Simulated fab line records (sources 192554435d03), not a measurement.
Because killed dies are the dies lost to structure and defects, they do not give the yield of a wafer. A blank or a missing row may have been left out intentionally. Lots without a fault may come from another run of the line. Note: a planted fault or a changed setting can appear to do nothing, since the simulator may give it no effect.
Chamber matching | flow n5-finfet | N5_DUMMY_GATE_ETCH_42 on rie-diel-03: 4 sister chambers
The step etches SiO2 in CHF3/O2, target depth 3.5 nm, time 31 s. 8 wafers are shown with their chamber, then 7 later ones without.

WAFERS WITH THEIR CHAMBER
wafer  | chamber | showerhead-plenum-p-Torr (Torr) | throttle-valve-pct (%)
L080.6 | 2       | 2.47                            | 18.62
L085.2 | 3       | 2.43                            | 18.88
L085.4 | 0       | 2.37                            | 18.85
L087.2 | 0       | 2.37                            | 18.85
L087.4 | 2       | 2.46                            | 18.64
L087.5 | 1       | 2.38                            | 19.17
L089.4 | 3       | 2.42                            | 18.88
L089.5 | 1       | 2.37                            | 18.82

WAFERS WITHOUT THEIR CHAMBER
wafer  | showerhead-plenum-p-Torr (Torr) | throttle-valve-pct (%)
L089.6 | 2.46                            | 18.65
L094.1 | 2.37                            | 18.83
L094.4 | 2.42                            | 18.92
L094.5 | 2.42                            | 18.92
L095.1 | 2.46                            | 18.69
L095.3 | 2.37                            | 18.40
L095.5 | 2.37                            | 18.85

THE CHAMBER EACH PASSED THROUGH
wafer  | from the rows above     | in truth
L089.6 | 2                       | 2
L094.1 | can't be placed: 0 or 1 | 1
L094.4 | 3                       | 3
L094.5 | 3                       | 3
L095.1 | 2                       | 2
L095.3 | can't be placed: 0 or 1 | 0
L095.5 | can't be placed: 0 or 1 | 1
4 of 7 placed correctly. Cannot be placed on the basis of these rows: 3; the candidates contain the true chamber in 3. Wrongly placed: 0.
How it was worked out, from the rows above alone: a wafer's distance from a chamber is the root of the sum, over the readings, of the square of ((its reading less the chamber's mean) divided by the reading's scatter). The wafer belongs to the nearest chamber; if the next one is less than 2 further off, it can't be placed. For every chamber, the mean is computed from those of its wafers that are shown. The scatter: the root of (the sum of the squares of (reading less its chamber's mean) over the shown wafers, divided by (wafers less chambers)).
